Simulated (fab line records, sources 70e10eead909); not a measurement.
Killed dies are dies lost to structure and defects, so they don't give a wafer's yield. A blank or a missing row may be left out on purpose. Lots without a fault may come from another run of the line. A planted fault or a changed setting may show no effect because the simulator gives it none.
fab line records | flow nand_harc
record lots=24 wafers=72 last_day=24
route steps=1159 shown A_STAIRCASE@552
lots that met no fault: from a run of the same line without faults
start_h: hours from the record's first day to the start of the lot's first wafer shown | wait_h: hours since the lot's step before | " the same as in the row above | L1.1+2: a row that stands for several wafers | - no value, or no start given | * or withheld: withheld | < > ~ a bound
route shown NAME@n: a module of which the file shows steps, and the number in the route of the first | usual: mean/standard deviation of fault-free wafers | same: alike in all rows | chamber/n: place in a boat | sites: the reading at each site | _std_site: their standard deviation | _edge_site: outer sites' mean less inner sites' | radius_mm: how far each site lies from the wafer's centre | mask NAME#n: copy n | behind: the tool/chamber that last shaped the wafer | hold: why the lot was held/for how many hours/how that ended | device: the transistor (n, p or np) that didn't switch | end of line: the same wafers' tests at the end of the route | a step without rows: its recipe alone | killed: dies lost to structure and defects at the first sort, not the wafer's yield | map: a wafer's dies, x killed, . not, _ none there
set.NAME: the setting as run; set.NAME@STEP: as run at that earlier step | model.NAME: the simulator's own value behind a step, which no gauge read
steps of the route over a sample of lots; a table a step, a row a wafer
services: from which hour (start_h, from the record's first day; less than 0 if before it) a tool's chamber was out of use, for how many hours, and why
## steps
# step NHARC_A_STAIRCASE_TRIM_16
# recipe time_s=211.2 o2_flow_sccm=500 ar_flow_sccm=0 bias_w=0 chemistry=O2
# usual drypump_motor_current_A=5.9/0.33 oes_product_au=0.998/0.0082 rf_vpp_V=57.9/0.88 showerhead_plenum_p_Torr=3.58/0.13 throttle_valve_pct=17.037/0.0093
# columns lot.wafer tool chamber start_h wait_h drypump_motor_current_A oes_product_au rf_hours_counter_h rf_vpp_V showerhead_plenum_p_Torr throttle_valve_pct
L074.1 rie_diel-13 1 - - 6.2 0.999 55 55.8 3.45 17.034
L074.6 " 2 " " 5.8 1.008 - 57.8 3.57 17.036
L074.5 " 3 " " 6.3 1.004 - 58.9 3.66 17.039
L075.2 rie_diel-08 1 - - 5.2 1.007 40 58.1 3.62 17.046
L075.4 " 2 " " 5.6 0.995 32 57.7 3.38 17.027
L075.1 " 3 " " 5.6 1.001 39 59.1 3.45 17.029
L077.1 rie_diel-05 0 - - 6.1 1.003 29 59.0 3.75 17.054
L077.5 " 0 " " 6.1 0.996 - 59.4 3.75 17.044
L077.6 " 1 " " 5.9 0.996 - 57.9 3.71 17.041
L078.2 rie_diel-05 0 - - 6.1 1.008 32 59.2 3.75 17.043
L078.1 " 2 " " 5.7 1.013 32 57.0 3.55 17.031
L078.6 " 3 " " 6.3 0.995 - 57.8 3.57 17.040
L076.2 rie_diel-13 2 - - 5.8 1.001 61 57.5 3.57 17.044
L076.4 " 3 " " 6.4 1.006 25 59.2 3.66 17.037
L076.6 " 2 " " 5.8 0.999 - 57.6 3.56 17.049
L079.1 rie_diel-05 2 - - 5.6 1.006 33 56.4 3.55 17.047
L079.3 " 3 " " 6.3 0.992 34 57.9 3.57 17.022
L079.2 " 0 " " 6.1 0.995 33 57.4 3.75 17.057
L080.2 rie_diel-08 0 - - 6.0 1.004 55 58.1 3.67 17.033
L080.5 " 0 " " 6.0 0.991 - 57.4 3.67 17.035
L080.6 " 1 " " 5.2 1.002 - 58.5 3.62 17.021
L082.3 rie_diel-08 2 - - 5.6 0.990 46 55.2 3.37 17.055
L082.1 " 1 " " 5.2 0.978 57 57.2 3.62 17.037
L082.6 " 2 " " 5.6 0.993 - 57.0 3.37 17.022
L081.1 rie_diel-13 1 - - 6.2 1.001 0 58.1 3.44 17.046
L081.5 " 2 " " 5.8 1.013 - 59.6 3.56 17.046
L081.6 " 3 " " 6.3 1.006 - 58.6 3.66 17.030
L083.6 rie_diel-05 1 - - 5.9 0.996 - 57.9 3.71 17.036
L083.5 " 2 " " 5.7 1.006 - 57.4 3.54 17.032
L083.4 " 3 " " 6.2 1.000 - 58.1 3.56 17.022
L084.1 rie_diel-08 3 - - 5.7 0.998 62 58.3 3.44 17.033
L084.4 " 1 " " 5.2 0.998 60 58.9 3.61 17.035
L084.6 " 3 " " 5.7 1.001 - 57.7 3.44 17.031
L086.2 rie_diel-05 2 - - 5.7 1.014 49 57.9 3.54 17.034
L086.5 " 3 " " 6.3 0.987 - 57.3 3.56 17.033
L086.6 " 0 " " 6.1 1.010 - 58.3 3.74 17.039
L085.4 rie_diel-13 1 - - 6.2 1.001 10 57.3 3.44 17.033
L085.2 " 0 " " 5.9 0.996 9 59.0 3.80 17.047
L085.6 " 2 " " 5.8 1.008 - 56.9 3.56 17.022
L087.1 rie_diel-13 0 - - 5.9 0.996 17 57.6 3.80 17.051
L087.4 " 3 " " 6.4 0.999 18 58.4 3.65 17.038
L087.6 " 0 " " 5.9 0.996 - 56.6 3.80 17.059
L089.3 rie_diel-08 2 - - 5.6 0.995 6 57.7 3.36 17.039
L089.4 " 0 " " 6.0 0.993 - 57.5 3.66 17.035
L089.6 " 2 " " 5.6 0.995 - 57.6 3.36 17.021
L090.1 rie_diel-05 0 - - 6.1 1.008 55 59.2 3.74 17.028
L090.5 " 3 " " 6.3 0.998 - 58.8 3.55 17.033
L090.6 " 0 " " 6.1 1.014 - 58.4 3.74 17.048
L091.3 rie_diel-13 3 - - 6.4 1.003 20 59.9 3.64 17.060
L091.1 " 0 " " 5.9 0.987 19 59.8 3.80 17.048
L091.6 " 3 " " 6.4 1.014 - 57.9 3.65 17.038
L088.4 rie_diel-05 3 - - 6.3 1.003 59 57.2 3.55 17.038
L088.3 " 0 " " 6.1 1.005 56 57.4 3.74 17.034
L088.5 " 0 " " 6.1 1.000 - 57.9 3.74 17.041
L095.1 rie_diel-08 3 - - 5.7 0.985 12 56.8 3.43 17.037
L095.6 " 1 " " 5.2 0.975 - 58.1 3.61 17.041
L095.5 " 2 " " 5.6 0.992 - 55.7 3.36 17.046
L093.2 rie_diel-08 0 - - 6.0 1.008 15 58.1 3.66 17.034
L093.1 " 1 " " 5.2 0.995 14 58.7 3.61 17.036
L093.4 " 3 " " 5.7 0.996 15 58.0 3.43 17.033
L092.1 rie_diel-08 0 - - 6.0 0.989 18 58.8 3.66 17.022
L092.5 " 1 " " 5.2 0.985 - 57.3 3.60 17.029
L092.6 " 2 " " 5.6 0.984 - 55.9 3.36 17.038
L094.3 rie_diel-13 1 - - 6.2 0.989 29 55.8 3.43 17.047
L094.2 " 2 " " 5.8 1.002 24 58.0 3.55 17.027
L094.6 " 0 " " 5.8 0.998 - 58.7 3.79 17.027
L096.4 rie_diel-08 3 - - 5.7 0.990 21 56.8 3.42 17.031
L096.3 " 0 " " 6.0 1.003 22 58.9 3.66 17.044
L096.6 " 2 " " 5.6 0.992 - 57.2 3.36 17.029
L097.3 rie_diel-05 2 - - 5.6 1.000 6 58.9 3.53 17.039
L097.6 " 0 " " 6.1 0.993 - 59.3 3.73 17.038
L097.5 " 1 " " 5.9 0.998 - 57.4 3.69 17.019
# step NHARC_A_STAIRCASE_ETCH_23
# recipe target_depth_a=1000 time_s=40.5 ion_energy_ev=400 c4f8_flow_sccm=20 o2_flow_sccm=10 ar_flow_sccm=withheld rf_w=600 bias_w=1000 chemistry=C4F8/O2
# usual oes_product_au=0.942/0.011 rf_vpp_V=898/4.6
# columns lot.wafer tool chamber start_h wait_h oes_product_au rf_hours_counter_h rf_vpp_V
L074.1 rie_diel-05 1 - - 0.962 22 903
L074.5 " 2 " " 0.962 - 897
L074.6 " 3 " " 0.952 - 898
L075.2 rie_diel-08 3 - - 0.949 40 893
L075.1 " 0 " " 0.947 39 902
L075.4 " 1 " " 0.937 40 900
L077.1 rie_diel-13 1 - - 0.934 63 892
L077.5 " 0 " " 0.923 - 888
L077.6 " 1 " " 0.929 - 892
L078.2 rie_diel-05 1 - - 0.934 32 902
L078.1 " 2 " " 0.959 32 898
L078.6 " 1 " " 0.944 - 904
L076.4 rie_diel-13 0 - - 0.939 65 887
L076.2 " 3 " " 0.939 26 900
L076.6 " 1 " " 0.937 - 893
L079.1 rie_diel-05 3 - - 0.910 34 897
L079.3 " 0 " " 0.924 34 904
L079.2 " 1 " " 0.927 33 902
L080.2 rie_diel-08 0 - - 0.937 56 902
L080.5 " 3 " " 0.938 - 893
L080.6 " 0 " " 0.937 - 901
L082.3 rie_diel-13 2 - - 0.955 1 899
L082.1 " 3 " " 0.952 1 903
L082.6 " 2 " " 0.966 - 899
L081.1 rie_diel-08 2 - - 0.933 47 891
L081.6 " 3 " " 0.952 - 893
L081.5 " 0 " " 0.959 - 901
L083.4 rie_diel-08 0 - - 0.945 - 903
L083.5 " 2 " " 0.945 - 891
L083.6 " 3 " " 0.946 - 894
L084.4 rie_diel-13 2 - - 0.957 8 897
L084.1 " 1 " " 0.943 8 893
L084.6 " 3 " " 0.948 - 900
L086.2 rie_diel-05 2 - - 0.944 50 898
L086.6 " 3 " " 0.935 - 897
L086.5 " 0 " " 0.946 - 904
L085.2 rie_diel-08 2 - - 0.945 0 889
L085.4 " 3 " " 0.943 1 892
L085.6 " 0 " " 0.947 - 900
L087.1 rie_diel-13 3 - - 0.951 18 899
L087.4 " 0 " " 0.924 18 904
L087.6 " 1 " " 0.946 - 891
L089.3 rie_diel-13 2 - - 0.942 15 898
L089.4 " 0 " " 0.943 18 906
L089.6 " 2 " " 0.941 - 896
L090.1 rie_diel-08 1 - - 0.934 8 899
L090.6 " 1 " " 0.937 - 900
L090.5 " 2 " " 0.955 - 890
L091.3 rie_diel-13 3 - - 0.937 20 900
L091.1 " 0 " " 0.941 20 906
L091.6 " 3 " " 0.938 - 900
L088.3 rie_diel-05 0 - - 0.945 57 904
L088.4 " 1 " " 0.951 57 903
L088.5 " 3 " " 0.939 - 897
L095.1 rie_diel-05 1 - - 0.924 0 902
L095.6 " 0 " " 0.928 - 904
L095.5 " 1 " " 0.929 - 903
L093.1 rie_diel-05 3 - - 0.912 2 898
L093.4 " 0 " " 0.950 2 903
L093.2 " 2 " " 0.932 2 895
L094.2 rie_diel-08 2 - - 0.942 17 888
L094.3 " 0 " " 0.954 19 901
L094.6 " 2 " " 0.957 - 890
L092.1 rie_diel-05 2 - - 0.951 3 895
L092.5 " 2 " " 0.954 - 895
L092.6 " 3 " " 0.930 - 897
L096.3 rie_diel-13 1 - - 0.946 34 893
L096.4 " 0 " " 0.946 33 905
L096.6 " 1 " " 0.947 - 894
L097.3 rie_diel-05 3 - - 0.938 7 897
L097.6 " 3 " " 0.941 - 897
L097.5 " 0 " " 0.946 - 904
# step NHARC_A_STAIRCASE_ETCH_25
# recipe target_depth_a=1000 time_s=40.5 ion_energy_ev=400 c4f8_flow_sccm=20 o2_flow_sccm=10 ar_flow_sccm=withheld rf_w=600 bias_w=1000 chemistry=C4F8/O2
# usual oes_product_au=0.943/0.011 rf_vpp_V=898/4.6
# columns lot.wafer tool chamber start_h wait_h oes_product_au rf_hours_counter_h rf_vpp_V
L074.1 rie_diel-05 0 - - 0.962 22 905
L074.5 " 2 " " 0.953 - 895
L074.6 " 3 " " 0.956 - 897
L075.1 rie_diel-08 2 - - 0.952 33 890
L075.4 " 3 " " 0.959 40 893
L075.2 " 0 " " 0.943 39 901
L077.1 rie_diel-13 3 - - 0.941 24 901
L077.5 " 1 " " 0.950 - 893
L077.6 " 2 " " 0.948 - 898
L078.2 rie_diel-05 2 - - 0.947 32 896
L078.1 " 0 " " 0.940 32 903
L078.6 " 2 " " 0.952 - 897
L076.2 rie_diel-13 0 - - 0.938 65 884
L076.4 " 1 " " 0.935 65 893
L076.6 " 3 " " 0.946 - 901
L079.3 rie_diel-05 1 - - 0.948 34 902
L079.1 " 2 " " 0.957 34 898
L079.2 " 3 " " 0.959 35 898
L080.2 rie_diel-08 3 - - 0.942 53 893
L080.6 " 0 " " 0.943 - 901
L080.5 " 1 " " 0.936 - 899
L082.1 rie_diel-13 3 - - 0.953 1 899
L082.3 " 0 " " 0.950 1 906
L082.6 " 2 " " 0.949 - 897
L081.1 rie_diel-08 3 - - 0.952 54 892
L081.5 " 1 " " 0.947 - 900
L081.6 " 2 " " 0.951 - 891
L083.4 rie_diel-08 2 - - 0.938 - 892
L083.5 " 3 " " 0.937 - 894
L083.6 " 0 " " 0.944 - 901
L084.4 rie_diel-13 3 - - 0.955 8 901
L084.1 " 1 " " 0.953 8 892
L084.6 " 3 " " 0.959 - 900
L086.2 rie_diel-05 0 - - 0.918 48 903
L086.6 " 1 " " 0.935 - 902
L086.5 " 2 " " 0.932 - 898
L085.2 rie_diel-08 1 - - 0.936 1 898
L085.4 " 2 " " 0.947 1 891
L085.6 " 1 " " 0.932 - 901
L087.1 rie_diel-13 3 - - 0.934 18 900
L087.4 " 2 " " 0.946 14 897
L087.6 " 0 " " 0.922 - 905
L089.3 rie_diel-13 3 - - 0.952 19 900
L089.4 " 2 " " 0.942 15 897
L089.6 " 0 " " 0.941 - 905
L090.1 rie_diel-08 2 - - 0.947 9 890
L090.6 " 3 " " 0.960 - 892
L090.5 " 0 " " 0.938 - 901
L091.3 rie_diel-13 1 - - 0.932 20 893
L091.1 " 2 " " 0.942 17 897
L091.6 " 0 " " 0.932 - 906
L088.3 rie_diel-05 2 - - 0.956 61 896
L088.4 " 1 " " 0.952 57 902
L088.5 " 3 " " 0.930 - 896
L095.1 rie_diel-05 1 - - 0.917 1 902
L095.6 " 0 " " 0.919 - 903
L095.5 " 1 " " 0.929 - 901
L093.4 rie_diel-05 2 - - 0.951 2 896
L093.2 " 3 " " 0.930 2 895
L093.1 " 1 " " 0.948 2 901
L094.2 rie_diel-08 2 - - 0.948 17 890
L094.3 " 3 " " 0.946 17 892
L094.6 " 1 " " 0.942 - 899
L092.1 rie_diel-05 2 - - 0.927 3 896
L092.5 " 1 " " 0.951 - 903
L092.6 " 2 " " 0.933 - 896
L096.3 rie_diel-13 1 - - 0.950 34 892
L096.4 " 3 " " 0.939 34 899
L096.6 " 1 " " 0.947 - 894
L097.3 rie_diel-05 2 - - 0.949 7 896
L097.6 " 0 " " 0.948 - 904
L097.5 " 1 " " 0.931 - 903
# step NHARC_A_STAIRCASE_TRIM_187
# recipe time_s=211.2 o2_flow_sccm=500 ar_flow_sccm=0 bias_w=0 chemistry=O2
# usual drypump_motor_current_A=5.9/0.32 oes_product_au=0.999/0.007 rf_vpp_V=57.8/1 showerhead_plenum_p_Torr=3.58/0.12 throttle_valve_pct=17.035/0.0091
# columns lot.wafer tool chamber start_h wait_h drypump_motor_current_A oes_product_au rf_hours_counter_h rf_vpp_V showerhead_plenum_p_Torr throttle_valve_pct
L074.1 rie_diel-08 0 232.35 0.1 6.0 1.007 36 58.4 3.68 17.027
L074.6 " 3 " " 5.7 1.012 - 58.3 3.45 17.045
L074.5 " 0 " " 6.0 1.016 - 59.7 3.68 17.019
L075.1 rie_diel-08 2 247.51 0.1 5.6 0.998 34 56.3 3.38 17.030
L075.2 " 3 " " 5.7 1.012 40 58.8 3.45 17.026
L075.4 " 0 " " 6.0 1.004 40 58.2 3.68 17.047
L077.1 rie_diel-13 1 253.91 0.1 6.3 0.999 63 55.3 3.45 17.057
L077.6 " 3 " " 6.3 1.001 - 57.6 3.66 17.047
L077.5 " 0 " " 5.8 0.995 - 58.5 3.28 17.045
L078.2 rie_diel-13 2 260.86 0.2 5.8 1.000 61 58.8 3.56 17.024
L078.1 " 0 " " 5.9 0.988 64 56.2 3.28 17.036
L078.6 " 2 " " 5.8 1.001 - 57.4 3.57 17.039
L076.4 rie_diel-08 2 263.43 0.1 5.6 0.990 39 57.6 3.38 17.046
L076.2 " 3 " " 5.7 1.004 46 57.0 3.44 17.032
L076.6 " 1 " " 5.2 1.001 - 58.3 3.62 17.025
L079.2 rie_diel-05 3 264.31 0.1 6.3 0.995 35 55.9 3.57 17.049
L079.3 " 0 " " 6.1 0.995 35 57.4 3.75 17.041
L079.1 " 2 " " 5.7 1.003 34 57.2 3.55 17.029
L080.2 rie_diel-08 1 288.27 0.1 5.2 0.992 58 57.0 3.61 17.021
L080.5 " 0 " " 6.0 0.994 - 58.0 3.67 17.032
L080.6 " 1 " " 5.2 0.990 - 57.3 3.61 17.038
L082.3 rie_diel-13 2 288.91 0.1 5.8 1.001 1 58.1 3.56 17.048
L082.1 " 1 " " 6.2 0.992 1 57.1 3.44 17.024
L082.6 " 3 " " 6.4 1.005 - 59.1 3.66 17.051
L081.1 rie_diel-05 1 289.10 0.1 5.9 0.997 37 57.8 3.71 17.022
L081.6 " 1 " " 5.9 1.002 - 56.7 3.71 17.016
L081.5 " 3 " " 6.2 0.998 - 56.9 3.56 17.030
L083.4 rie_diel-05 2 294.96 0.1 5.6 1.007 44 57.9 3.54 17.040
L083.5 " 2 " " 5.7 1.002 - 55.5 3.54 17.047
L083.6 " 3 " " 6.2 1.002 - 58.4 3.56 17.029
L084.4 rie_diel-13 3 305.44 0.1 6.3 1.007 8 57.5 3.65 17.024
L084.1 " 1 " " 6.2 1.001 8 58.4 3.44 17.035
L084.6 " 3 " " 6.3 0.992 - 57.4 3.65 17.022
L086.2 rie_diel-08 2 313.79 0.1 5.6 0.994 1 57.8 3.37 17.030
L086.5 " 1 " " 5.2 0.994 - 59.0 3.61 17.037
L086.6 " 2 " " 5.6 0.994 - 57.2 3.37 17.027
L085.2 rie_diel-05 3 314.86 0.1 6.3 1.006 52 58.7 3.56 17.040
L085.4 " 1 " " 5.9 0.997 49 59.0 3.70 17.039
L085.6 " 0 " " 6.1 0.994 - 57.4 3.74 17.028
L087.4 rie_diel-05 2 331.70 0.1 5.6 1.016 59 59.0 3.53 17.048
L087.1 " 0 " " 6.1 1.009 55 58.3 3.74 17.016
L087.6 " 3 " " 6.2 1.007 - 57.2 3.55 17.022
L089.3 rie_diel-13 1 332.35 0.1 6.2 1.005 19 57.0 3.43 17.031
L089.4 " 2 " " 5.8 1.006 15 58.0 3.55 17.029
L089.6 " 3 " " 6.4 0.998 - 59.4 3.65 17.034
L090.1 rie_diel-08 2 337.60 0.2 5.6 0.994 10 56.2 3.36 17.046
L090.6 " 0 " " 6.0 0.998 - 58.9 3.66 17.031
L090.5 " 1 " " 5.2 0.978 - 59.3 3.61 17.036
L091.1 rie_diel-05 0 337.83 0.1 6.1 0.992 58 59.8 3.73 17.031
L091.3 " 2 " " 5.6 0.989 62 57.8 3.53 17.030
L091.6 " 0 " " 6.1 0.996 - 56.7 3.74 17.036
L088.3 rie_diel-13 3 338.25 0.1 6.3 1.006 21 58.7 3.64 17.045
L088.4 " 0 " " 5.9 0.998 21 58.1 3.80 17.044
L088.5 " 1 " " 6.2 0.995 - 58.0 3.43 17.042
L095.1 rie_diel-13 3 354.41 0.2 6.4 0.988 28 58.1 3.64 17.025
L095.6 " 0 " " 5.8 0.988 - 56.6 3.79 17.037
L095.5 " 1 " " 6.2 1.005 - 57.2 3.43 17.024
L093.4 rie_diel-13 3 355.81 0.1 6.4 0.996 28 57.1 3.64 17.052
L093.2 " 0 " " 5.9 0.993 28 58.7 3.79 17.026
L093.1 " 1 " " 6.2 1.000 29 56.5 3.43 17.041
L094.3 rie_diel-08 3 357.63 0.1 5.7 0.998 18 57.9 3.43 17.034
L094.2 " 1 " " 5.2 1.000 18 59.2 3.60 17.035
L094.6 " 3 " " 5.7 1.007 - 57.7 3.43 17.045
L092.1 rie_diel-13 3 358.73 0.6 6.3 0.998 29 58.1 3.64 17.032
L092.6 " 0 " " 5.9 1.001 - 58.6 3.79 17.037
L092.5 " 1 " " 6.3 0.997 - 57.2 3.43 17.041
L096.3 rie_diel-05 2 370.23 0.1 5.6 1.000 7 59.3 3.53 17.037
L096.4 " 3 " " 6.2 0.988 8 56.1 3.55 17.041
L096.6 " 3 " " 6.2 0.991 - 56.9 3.55 17.017
L097.3 rie_diel-05 0 370.46 0.1 6.1 0.999 8 57.5 3.73 17.036
L097.5 " 1 " " 5.9 1.002 - 56.8 3.69 17.039
L097.6 " 2 " " 5.6 1.011 - 57.8 3.53 17.045
# step NHARC_A_STAIRCASE_ETCH_192
# recipe target_depth_a=1000 time_s=40.5 ion_energy_ev=400 c4f8_flow_sccm=20 o2_flow_sccm=10 ar_flow_sccm=withheld rf_w=600 bias_w=1000 chemistry=C4F8/O2
# usual oes_product_au=0.940/0.01 rf_vpp_V=897/4.5
# columns lot.wafer tool chamber start_h wait_h oes_product_au rf_hours_counter_h rf_vpp_V
L074.1 rie_diel-08 0 - - 0.940 36 901
L074.5 " 2 " " 0.938 - 890
L074.6 " 3 " " 0.945 - 894
L075.2 rie_diel-08 2 - - 0.922 35 891
L075.1 " 0 " " 0.928 42 901
L075.4 " 1 " " 0.937 44 899
L077.1 rie_diel-13 1 - - 0.945 63 893
L077.6 " 1 " " 0.949 - 893
L077.5 " 2 " " 0.947 - 897
L078.1 rie_diel-13 1 - - 0.945 65 894
L078.2 " 2 " " 0.939 62 897
L078.6 " 0 " " 0.937 - 886
L076.2 rie_diel-08 2 - - 0.948 39 890
L076.4 " 3 " " 0.946 46 891
L076.6 " 1 " " 0.946 - 899
L079.2 rie_diel-05 3 - - 0.941 35 897
L079.3 " 0 " " 0.957 35 903
L079.1 " 2 " " 0.946 35 894
L080.2 rie_diel-08 0 - - 0.939 56 901
L080.5 " 2 " " 0.936 - 892
L080.6 " 3 " " 0.938 - 894
L082.3 rie_diel-13 3 - - 0.935 1 902
L082.1 " 1 " " 0.937 1 894
L082.6 " 3 " " 0.944 - 901
L081.1 rie_diel-05 3 - - 0.921 43 896
L081.5 " 3 " " 0.922 - 898
L081.6 " 1 " " 0.927 - 904
L083.4 rie_diel-05 0 - - 0.924 42 903
L083.5 " 2 " " 0.920 - 896
L083.6 " 3 " " 0.910 - 898
L084.4 rie_diel-13 2 - - 0.938 9 898
L084.1 " 3 " " 0.946 8 901
L084.6 " 1 " " 0.930 - 893
L086.2 rie_diel-08 1 - - 0.921 1 899
L086.5 " 1 " " 0.920 - 899
L086.6 " 2 " " 0.930 - 890
L085.4 rie_diel-05 0 - - 0.961 51 902
L085.2 " 2 " " 0.947 53 896
L085.6 " 3 " " 0.945 - 897
L087.1 rie_diel-05 3 - - 0.937 58 895
L087.4 " 0 " " 0.953 55 904
L087.6 " 3 " " 0.933 - 897
L089.3 rie_diel-13 2 - - 0.934 16 896
L089.4 " 0 " " 0.950 19 905
L089.6 " 1 " " 0.958 - 893
L090.1 rie_diel-08 0 - - 0.939 10 900
L090.5 " 0 " " 0.938 - 902
L090.6 " 1 " " 0.919 - 901
L091.3 rie_diel-05 3 - - 0.949 60 898
L091.1 " 1 " " 0.942 58 902
L091.6 " 2 " " 0.960 - 896
L088.4 rie_diel-13 3 - - 0.967 22 900
L088.3 " 0 " " 0.946 21 906
L088.5 " 1 " " 0.939 - 893
L095.1 rie_diel-13 1 - - 0.937 29 892
L095.6 " 3 " " 0.942 - 899
L095.5 " 0 " " 0.942 - 904
L093.4 rie_diel-13 2 - - 0.938 26 897
L093.1 " 3 " " 0.947 29 901
L093.2 " 0 " " 0.951 29 905
L094.2 rie_diel-08 0 - - 0.922 20 901
L094.3 " 1 " " 0.917 19 897
L094.6 " 3 " " 0.922 - 891
L092.1 rie_diel-13 1 - - 0.951 31 893
L092.5 " 0 " " 0.956 - 904
L092.6 " 1 " " 0.958 - 893
L096.4 rie_diel-05 3 - - 0.934 9 896
L096.3 " 1 " " 0.939 8 904
L096.6 " 2 " " 0.938 - 896
L097.3 rie_diel-05 0 - - 0.947 9 903
L097.5 " 2 " " 0.944 - 895
L097.6 " 3 " " 0.934 - 897
# step NHARC_A_STAIRCASE_ETCH_232
# recipe target_depth_a=1000 time_s=40.5 ion_energy_ev=400 c4f8_flow_sccm=20 o2_flow_sccm=10 ar_flow_sccm=withheld rf_w=600 bias_w=1000 chemistry=C4F8/O2
# usual oes_product_au=0.941/0.01 rf_vpp_V=897/4.7
# columns lot.wafer tool chamber start_h wait_h oes_product_au rf_hours_counter_h rf_vpp_V
L074.1 rie_diel-05 0 - - 0.958 24 904
L074.6 " 3 " " 0.954 - 899
L074.5 " 0 " " 0.951 - 905
L075.4 rie_diel-08 2 - - 0.937 37 890
L075.2 " 3 " " 0.952 43 893
L075.1 " 1 " " 0.956 45 899
L077.1 rie_diel-08 1 - - 0.940 46 900
L077.6 " 1 " " 0.940 - 899
L077.5 " 2 " " 0.946 - 890
L078.2 rie_diel-08 2 - - 0.944 40 889
L078.1 " 0 " " 0.932 47 900
L078.6 " 2 " " 0.942 - 889
L076.2 rie_diel-13 2 - - 0.934 66 897
L076.4 " 1 " " 0.935 69 892
L076.6 " 2 " " 0.932 - 897
L079.1 rie_diel-08 2 - - 0.941 41 891
L079.3 " 3 " " 0.937 48 894
L079.2 " 1 " " 0.934 51 898
L080.2 rie_diel-05 3 - - 0.937 45 898
L080.6 " 1 " " 0.951 - 901
L080.5 " 2 " " 0.936 - 898
L082.1 rie_diel-08 2 - - 0.934 50 890
L082.3 " 0 " " 0.938 59 901
L082.6 " 0 " " 0.948 - 901
L081.1 rie_diel-13 3 - - 0.949 3 900
L081.6 " 0 " " 0.938 - 906
L081.5 " 1 " " 0.930 - 893
L083.4 rie_diel-05 3 - - 0.954 47 898
L083.5 " 2 " " 0.961 - 895
L083.6 " 3 " " 0.962 - 898
L084.4 rie_diel-05 2 - - 0.953 52 896
L084.1 " 0 " " 0.936 50 903
L084.6 " 1 " " 0.945 - 902
L086.2 rie_diel-05 2 - - 0.960 54 897
L086.6 " 2 " " 0.954 - 897
L086.5 " 3 " " 0.943 - 896
L085.4 rie_diel-08 2 - - 0.926 3 891
L085.2 " 1 " " 0.926 3 899
L085.6 " 2 " " 0.933 - 889
L087.1 rie_diel-08 3 - - 0.932 9 892
L087.4 " 1 " " 0.928 9 898
L087.6 " 3 " " 0.929 - 893
L089.4 rie_diel-08 1 - - 0.924 9 898
L089.3 " 3 " " 0.934 9 892
L089.6 " 1 " " 0.919 - 899
L090.1 rie_diel-13 1 - - 0.936 23 892
L090.6 " 0 " " 0.945 - 905
L090.5 " 1 " " 0.935 - 894
L091.1 rie_diel-08 1 - - 0.945 12 899
L091.3 " 2 " " 0.953 12 889
L091.6 " 2 " " 0.954 - 888
L088.3 rie_diel-08 3 - - 0.938 11 893
L088.4 " 2 " " 0.936 13 891
L088.5 " 3 " " 0.943 - 894
L095.1 rie_diel-08 2 - - 0.929 19 889
L095.6 " 2 " " 0.925 - 891
L095.5 " 3 " " 0.919 - 893
L093.4 rie_diel-08 3 - - 0.935 20 892
L093.1 " 0 " " 0.926 21 901
L093.2 " 1 " " 0.931 20 898
L094.2 rie_diel-08 3 - - 0.944 20 892
L094.3 " 1 " " 0.928 21 899
L094.6 " 2 " " 0.947 - 891
L092.1 rie_diel-05 3 - - 0.933 6 897
L092.5 " 3 " " 0.940 - 897
L092.6 " 0 " " 0.952 - 902
L096.4 rie_diel-08 0 - - 0.952 26 901
L096.3 " 1 " " 0.932 25 899
L096.6 " 1 " " 0.931 - 900
L097.3 rie_diel-13 0 - - 0.948 39 906
L097.6 " 0 " " 0.958 - 905
L097.5 " 1 " " 0.943 - 893
## services
# columns tool chamber start_h hours kind
rie_diel-08 0 207.63 - clean
rie_diel-08 1 207.63 - clean
rie_diel-08 2 207.63 - clean
rie_diel-08 3 207.63 - clean
rie_diel-13 1 219.31 4.5 repair
rie_diel-08 - 219.92 0.8 repair
rie_diel-08 0 232.13 - clean
rie_diel-08 1 232.13 - clean
rie_diel-08 2 232.13 - clean
rie_diel-08 3 232.13 - clean
rie_diel-08 0 256.63 - clean
rie_diel-08 1 256.63 - clean
rie_diel-08 2 256.63 - clean
rie_diel-08 3 256.63 - clean
rie_diel-13 3 261.93 3.9 repair
rie_diel-05 1 263.63 6.6 repair
rie_diel-13 - 276.14 9.0 pm
rie_diel-08 0 281.61 - clean
rie_diel-08 1 281.61 - clean
rie_diel-08 2 281.61 - clean
rie_diel-08 3 281.61 - clean
rie_diel-08 3 325.44 4.3 repair
rie_diel-05 - 341.54 9.0 pm
rie_diel-05 2 373.55 2.0 repair
## key
fault none
